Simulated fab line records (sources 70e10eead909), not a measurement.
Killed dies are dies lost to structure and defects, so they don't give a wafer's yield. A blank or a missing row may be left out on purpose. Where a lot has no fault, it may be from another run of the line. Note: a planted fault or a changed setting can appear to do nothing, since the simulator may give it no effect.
What tool caused it? / flow nand-harc / 36 wafers from 12 lots sampled at 5 of the route's 1159 steps

## WHAT THE GAUGES READ, wafer by wafer
NHARC_END_SORT_01.
lot=L845; measured=day 26 08:29; on=prober-02; killed-at-array=39; killed-at-other=0; killed-at-periphery=2; killed-dies=41; killed-open=4; killed-short=1

## WHICH TOOL RAN EACH LOT (tool, then ch and the chambers of the sampled wafers, then the start)
lot=L828; NHARC_A_STAIRCASE_ETCH_23=rie-diel-11 ch 0,1,2, day 10 10:18 or earlier; NHARC_A_STAIRCASE_TRIM_26=rie-diel-11 ch 2,3, day 10 10:18 or earlier; NHARC_A_STAIRCASE_ETCH_190=rie-diel-09 ch 0,3, day 10 10:18 or earlier; NHARC_A_STAIRCASE_TRIM_198=rie-diel-13 ch 0,1, day 10 10:18
lot=L830; NHARC_A_STAIRCASE_ETCH_23=rie-diel-13 ch 0,2,3, day 11 19:37 or earlier; NHARC_A_STAIRCASE_TRIM_26=rie-diel-13 ch 1,2,3, day 11 19:37 or earlier; NHARC_A_STAIRCASE_ETCH_190=rie-diel-11 ch 1,2,3, day 11 19:37 or earlier; NHARC_A_STAIRCASE_TRIM_198=rie-diel-13 ch 0,1,2, day 11 19:37
lot=L829; NHARC_A_STAIRCASE_ETCH_23=rie-diel-09 ch 2,3, day 11 19:10 or earlier; NHARC_A_STAIRCASE_TRIM_26=rie-diel-09 ch 1,2,3, day 11 19:10 or earlier; NHARC_A_STAIRCASE_ETCH_190=rie-diel-13 ch 0,1,3, day 11 19:10 or earlier; NHARC_A_STAIRCASE_TRIM_198=rie-diel-13 ch 0,2,3, day 11 19:10
lot=L831; NHARC_A_STAIRCASE_ETCH_23=rie-diel-09 ch 1,2, day 11 19:34 or earlier; NHARC_A_STAIRCASE_TRIM_26=rie-diel-09 ch 0,1,3, day 11 19:34 or earlier; NHARC_A_STAIRCASE_ETCH_190=rie-diel-13 ch 1,2, day 11 19:34 or earlier; NHARC_A_STAIRCASE_TRIM_198=rie-diel-11 ch 1,2,3, day 11 19:34
lot=L832; NHARC_A_STAIRCASE_ETCH_23=rie-diel-11 ch 1,3, day 11 23:11 or earlier; NHARC_A_STAIRCASE_TRIM_26=rie-diel-11 ch 1,3, day 11 23:11 or earlier; NHARC_A_STAIRCASE_ETCH_190=rie-diel-13 ch 1,2,3, day 11 23:11 or earlier; NHARC_A_STAIRCASE_TRIM_198=rie-diel-13 ch 1,2, day 11 23:11
lot=L833; NHARC_A_STAIRCASE_ETCH_23=rie-diel-11 ch 0,1,3, day 12 01:46 or earlier; NHARC_A_STAIRCASE_TRIM_26=rie-diel-11 ch 1,2,3, day 12 01:46 or earlier; NHARC_A_STAIRCASE_ETCH_190=rie-diel-11 ch 0,1,2, day 12 01:46 or earlier; NHARC_A_STAIRCASE_TRIM_198=rie-diel-09 ch 1,2, day 12 01:46
lot=L835; NHARC_A_STAIRCASE_ETCH_23=rie-diel-11 ch 0,1,3, day 13 00:14 or earlier; NHARC_A_STAIRCASE_TRIM_26=rie-diel-11 ch 0,2,3, day 13 00:14 or earlier; NHARC_A_STAIRCASE_ETCH_190=rie-diel-11 ch 0,1,2, day 13 00:14 or earlier; NHARC_A_STAIRCASE_TRIM_198=rie-diel-09 ch 0,1,3, day 13 00:14
lot=L836; NHARC_A_STAIRCASE_ETCH_23=rie-diel-11 ch 0,2,3, day 13 00:32 or earlier; NHARC_A_STAIRCASE_TRIM_26=rie-diel-11 ch 0,2,3, day 13 00:32 or earlier; NHARC_A_STAIRCASE_ETCH_190=rie-diel-11 ch 0,3, day 13 00:32 or earlier; NHARC_A_STAIRCASE_TRIM_198=rie-diel-11 ch 1,2,3, day 13 00:32
lot=L838; NHARC_A_STAIRCASE_ETCH_23=rie-diel-11 ch 1,2,3, day 13 10:00 or earlier; NHARC_A_STAIRCASE_TRIM_26=rie-diel-11 ch 0,1,3, day 13 10:00 or earlier; NHARC_A_STAIRCASE_ETCH_190=rie-diel-09 ch 0,2, day 13 10:00 or earlier; NHARC_A_STAIRCASE_TRIM_198=rie-diel-09 ch 2,3, day 13 10:00
lot=L837; NHARC_A_STAIRCASE_ETCH_23=rie-diel-09 ch 0,3, day 13 10:35 or earlier; NHARC_A_STAIRCASE_TRIM_26=rie-diel-09 ch 0,2,3, day 13 10:35 or earlier; NHARC_A_STAIRCASE_ETCH_190=rie-diel-09 ch 0,3, day 13 10:35 or earlier; NHARC_A_STAIRCASE_TRIM_198=rie-diel-11 ch 1,2,3, day 13 10:35
lot=L839; NHARC_A_STAIRCASE_ETCH_23=rie-diel-13 ch 0,1,2, day 14 07:43 or earlier; NHARC_A_STAIRCASE_TRIM_26=rie-diel-13 ch 2,3, day 14 07:43 or earlier; NHARC_A_STAIRCASE_ETCH_190=rie-diel-09 ch 0,1,2, day 14 07:43 or earlier; NHARC_A_STAIRCASE_TRIM_198=rie-diel-11 ch 0,2,3, day 14 07:43
lot=L845; NHARC_A_STAIRCASE_ETCH_23=rie-diel-13 ch 1,2,3, day 15 11:56 or earlier; NHARC_A_STAIRCASE_TRIM_26=rie-diel-13 ch 0,1,3, day 15 11:56 or earlier; NHARC_A_STAIRCASE_ETCH_190=rie-diel-13 ch 0,1,2, day 15 11:56 or earlier; NHARC_A_STAIRCASE_TRIM_198=rie-diel-09 ch 0,2,3, day 15 11:56
- NHARC_A_STAIRCASE_ETCH_23: etches the open film in C4F8/O2, target depth 100 nm, time 40.5 s.
- NHARC_A_STAIRCASE_TRIM_26: chemistry O2, time 211.2 s.
- NHARC_A_STAIRCASE_ETCH_190: etches the open film in C4F8/O2, target depth 100 nm, time 40.5 s.
- NHARC_A_STAIRCASE_TRIM_198: chemistry O2, time 211.2 s.

## WHAT THE TOOLS THEMSELVES READ (means of the sampled wafers that have a number; where no wafer has one, the mark that the record gives instead)
NHARC_A_STAIRCASE_ETCH_23.
lot=L828; tool=rie-diel-11; oes-product-au (a.u.)=0.951; rf-vpp-V (V)=894
lot=L830; tool=rie-diel-13; oes-product-au (a.u.)=0.934; rf-vpp-V (V)=892
lot=L829; tool=rie-diel-09; oes-product-au (a.u.)=0.941; rf-vpp-V (V)=897
lot=L831; tool=rie-diel-09; oes-product-au (a.u.)=0.936; rf-vpp-V (V)=893
lot=L832; tool=rie-diel-11; oes-product-au (a.u.)=0.942; rf-vpp-V (V)=896
lot=L833; tool=rie-diel-11; oes-product-au (a.u.)=0.940; rf-vpp-V (V)=893
lot=L835; tool=rie-diel-11; oes-product-au (a.u.)=0.946; rf-vpp-V (V)=893
lot=L836; tool=rie-diel-11; oes-product-au (a.u.)=0.944; rf-vpp-V (V)=891
lot=L838; tool=rie-diel-11; oes-product-au (a.u.)=0.944; rf-vpp-V (V)=894
lot=L837; tool=rie-diel-09; oes-product-au (a.u.)=0.928; rf-vpp-V (V)=894
lot=L839; tool=rie-diel-13; oes-product-au (a.u.)=0.947; rf-vpp-V (V)=893
lot=L845; tool=rie-diel-13; oes-product-au (a.u.)=0.959; rf-vpp-V (V)=895

NHARC_A_STAIRCASE_TRIM_26.
lot=L828; tool=rie-diel-11; drypump-motor-current-A (A)=5.8; oes-product-au (a.u.)=1.007; rf-vpp-V (V)=57.8; run-length-s (s)=232.5; showerhead-plenum-p-Torr (Torr)=3.47; throttle-valve-pct (%)=17.036
lot=L830; tool=rie-diel-13; drypump-motor-current-A (A)=5.9; oes-product-au (a.u.)=0.997; rf-vpp-V (V)=56.8; run-length-s (s)=232.2; showerhead-plenum-p-Torr (Torr)=3.36; throttle-valve-pct (%)=17.036
lot=L829; tool=rie-diel-09; drypump-motor-current-A (A)=5.3; oes-product-au (a.u.)=0.993; rf-vpp-V (V)=56.6; run-length-s (s)=232.6; showerhead-plenum-p-Torr (Torr)=3.46; throttle-valve-pct (%)=17.033
lot=L831; tool=rie-diel-09; drypump-motor-current-A (A)=5.1; oes-product-au (a.u.)=0.998; rf-vpp-V (V)=57.5; run-length-s (s)=232.4; showerhead-plenum-p-Torr (Torr)=3.40; throttle-valve-pct (%)=17.040
lot=L832; tool=rie-diel-11; drypump-motor-current-A (A)=5.8; oes-product-au (a.u.)=1.000; rf-vpp-V (V)=57.5; run-length-s (s)=232.8; showerhead-plenum-p-Torr (Torr)=3.50; throttle-valve-pct (%)=17.044
lot=L833; tool=rie-diel-11; drypump-motor-current-A (A)=5.8; oes-product-au (a.u.)=1.013; rf-vpp-V (V)=56.5; run-length-s (s)=233.0; showerhead-plenum-p-Torr (Torr)=3.50; throttle-valve-pct (%)=17.034
lot=L835; tool=rie-diel-11; drypump-motor-current-A (A)=5.7; oes-product-au (a.u.)=1.006; rf-vpp-V (V)=57.0; run-length-s (s)=232.5; showerhead-plenum-p-Torr (Torr)=3.41; throttle-valve-pct (%)=17.036
lot=L836; tool=rie-diel-11; drypump-motor-current-A (A)=5.7; oes-product-au (a.u.)=1.012; rf-vpp-V (V)=57.8; run-length-s (s)=232.4; showerhead-plenum-p-Torr (Torr)=3.41; throttle-valve-pct (%)=17.036
lot=L838; tool=rie-diel-11; drypump-motor-current-A (A)=5.6; oes-product-au (a.u.)=1.006; rf-vpp-V (V)=58.7; run-length-s (s)=233.0; showerhead-plenum-p-Torr (Torr)=3.44; throttle-valve-pct (%)=17.036
lot=L837; tool=rie-diel-09; drypump-motor-current-A (A)=5.1; oes-product-au (a.u.)=0.998; rf-vpp-V (V)=58.3; run-length-s (s)=232.5; showerhead-plenum-p-Torr (Torr)=3.49; throttle-valve-pct (%)=17.043
lot=L839; tool=rie-diel-13; drypump-motor-current-A (A)=6.0; oes-product-au (a.u.)=0.997; rf-vpp-V (V)=57.4; run-length-s (s)=232.2; showerhead-plenum-p-Torr (Torr)=3.49; throttle-valve-pct (%)=17.029
lot=L845; tool=rie-diel-13; drypump-motor-current-A (A)=5.8; oes-product-au (a.u.)=1.010; rf-vpp-V (V)=58.1; run-length-s (s)=232.6; showerhead-plenum-p-Torr (Torr)=3.61; throttle-valve-pct (%)=17.028

NHARC_A_STAIRCASE_ETCH_190.
lot=L828; tool=rie-diel-09; oes-product-au (a.u.)=0.927; rf-vpp-V (V)=893
lot=L830; tool=rie-diel-11; oes-product-au (a.u.)=0.936; rf-vpp-V (V)=895
lot=L829; tool=rie-diel-13; oes-product-au (a.u.)=0.923; rf-vpp-V (V)=893
lot=L831; tool=rie-diel-13; oes-product-au (a.u.)=0.930; rf-vpp-V (V)=890
lot=L832; tool=rie-diel-13; oes-product-au (a.u.)=0.929; rf-vpp-V (V)=889
lot=L833; tool=rie-diel-11; oes-product-au (a.u.)=0.949; rf-vpp-V (V)=894
lot=L835; tool=rie-diel-11; oes-product-au (a.u.)=0.954; rf-vpp-V (V)=893
lot=L836; tool=rie-diel-11; oes-product-au (a.u.)=0.947; rf-vpp-V (V)=890
lot=L838; tool=rie-diel-09; oes-product-au (a.u.)=0.936; rf-vpp-V (V)=893
lot=L837; tool=rie-diel-09; oes-product-au (a.u.)=0.938; rf-vpp-V (V)=892
lot=L839; tool=rie-diel-09; oes-product-au (a.u.)=0.938; rf-vpp-V (V)=898
lot=L845; tool=rie-diel-13; oes-product-au (a.u.)=0.949; rf-vpp-V (V)=893

NHARC_A_STAIRCASE_TRIM_198.
lot=L828; tool=rie-diel-13; drypump-motor-current-A (A)=5.4; oes-product-au (a.u.)=0.991; rf-vpp-V (V)=58.4; run-length-s (s)=232.1; showerhead-plenum-p-Torr (Torr)=3.51; throttle-valve-pct (%)=17.037
lot=L830; tool=rie-diel-13; drypump-motor-current-A (A)=5.5; oes-product-au (a.u.)=0.986; rf-vpp-V (V)=57.0; run-length-s (s)=232.3; showerhead-plenum-p-Torr (Torr)=3.46; throttle-valve-pct (%)=17.048
lot=L829; tool=rie-diel-13; drypump-motor-current-A (A)=5.9; oes-product-au (a.u.)=0.992; rf-vpp-V (V)=57.0; run-length-s (s)=232.6; showerhead-plenum-p-Torr (Torr)=3.40; throttle-valve-pct (%)=17.029
lot=L831; tool=rie-diel-11; drypump-motor-current-A (A)=5.8; oes-product-au (a.u.)=1.011; rf-vpp-V (V)=58.5; run-length-s (s)=232.8; showerhead-plenum-p-Torr (Torr)=3.50; throttle-valve-pct (%)=17.034
lot=L832; tool=rie-diel-13; drypump-motor-current-A (A)=5.6; oes-product-au (a.u.)=0.995; rf-vpp-V (V)=57.3; run-length-s (s)=232.1; showerhead-plenum-p-Torr (Torr)=3.37; throttle-valve-pct (%)=17.041
lot=L833; tool=rie-diel-09; drypump-motor-current-A (A)=5.4; oes-product-au (a.u.)=0.991; rf-vpp-V (V)=57.7; run-length-s (s)=232.4; showerhead-plenum-p-Torr (Torr)=3.73; throttle-valve-pct (%)=17.048
lot=L835; tool=rie-diel-09; drypump-motor-current-A (A)=5.2; oes-product-au (a.u.)=1.003; rf-vpp-V (V)=57.7; run-length-s (s)=232.3; showerhead-plenum-p-Torr (Torr)=3.57; throttle-valve-pct (%)=17.030
lot=L836; tool=rie-diel-11; drypump-motor-current-A (A)=5.8; oes-product-au (a.u.)=1.009; rf-vpp-V (V)=58.5; run-length-s (s)=232.6; showerhead-plenum-p-Torr (Torr)=3.49; throttle-valve-pct (%)=17.032
lot=L838; tool=rie-diel-09; drypump-motor-current-A (A)=5.3; oes-product-au (a.u.)=1.006; rf-vpp-V (V)=58.1; run-length-s (s)=232.5; showerhead-plenum-p-Torr (Torr)=3.56; throttle-valve-pct (%)=17.031
lot=L837; tool=rie-diel-11; drypump-motor-current-A (A)=5.7; oes-product-au (a.u.)=0.999; rf-vpp-V (V)=57.3; run-length-s (s)=232.9; showerhead-plenum-p-Torr (Torr)=3.49; throttle-valve-pct (%)=17.044
lot=L839; tool=rie-diel-11; drypump-motor-current-A (A)=5.7; oes-product-au (a.u.)=1.009; rf-vpp-V (V)=58.1; run-length-s (s)=232.4; showerhead-plenum-p-Torr (Torr)=3.41; throttle-valve-pct (%)=17.041
lot=L845; tool=rie-diel-09; drypump-motor-current-A (A)=5.2; oes-product-au (a.u.)=0.996; rf-vpp-V (V)=56.7; run-length-s (s)=211.2; showerhead-plenum-p-Torr (Torr)=3.48; throttle-valve-pct (%)=17.030

## THE ANSWER, worked out from the rows above alone
Rule: the lots themselves supply what counts as usual. The widest of any qualifying gaps counts: lots, ordered by their means at a reading, are off when they make up no more than a third of the lots, leave a main group of 4 or more, and stand apart from it by 3 or more times the standard deviation of that group's means. The tables above print the reading to a certain number of digits; a main group whose means all agree to those digits is not used. A lot without any number at a reading at which 4 lots or more have one is off too. All remaining lots with rows at the step are treated as sound. After the gauges, taken in route order, come the tools' own readings; for these a lot's mean is taken, as printed above. At the first step where some lot is off, the reading lying furthest off is the one used; lots without a number count as furthest.
Off at NHARC_A_STAIRCASE_TRIM_198 (run-length-s): L845. For the main group the mean is 232.5 s and the standard deviation 0.25.
If a tool, at that step or one of the process steps before it, ran each lot that is off and ran no sound lot following the first of them, it fits. NHARC_A_STAIRCASE_ETCH_23 gives no start for some lots, so the hours and the order of its lots are those of NHARC_A_STAIRCASE_TRIM_198. NHARC_A_STAIRCASE_TRIM_26 gives no start for some lots, so the hours and the order of its lots are those of NHARC_A_STAIRCASE_TRIM_198. NHARC_A_STAIRCASE_ETCH_190 gives no start for some lots, so the hours and the order of its lots are those of NHARC_A_STAIRCASE_TRIM_198. Can't be told from this: 2 tools fit, rie-diel-13 at NHARC_A_STAIRCASE_ETCH_23 and NHARC_A_STAIRCASE_TRIM_26 and NHARC_A_STAIRCASE_ETCH_190, rie-diel-09 at NHARC_A_STAIRCASE_TRIM_198.

## WHAT THE SIMULATOR HAD INSERTED
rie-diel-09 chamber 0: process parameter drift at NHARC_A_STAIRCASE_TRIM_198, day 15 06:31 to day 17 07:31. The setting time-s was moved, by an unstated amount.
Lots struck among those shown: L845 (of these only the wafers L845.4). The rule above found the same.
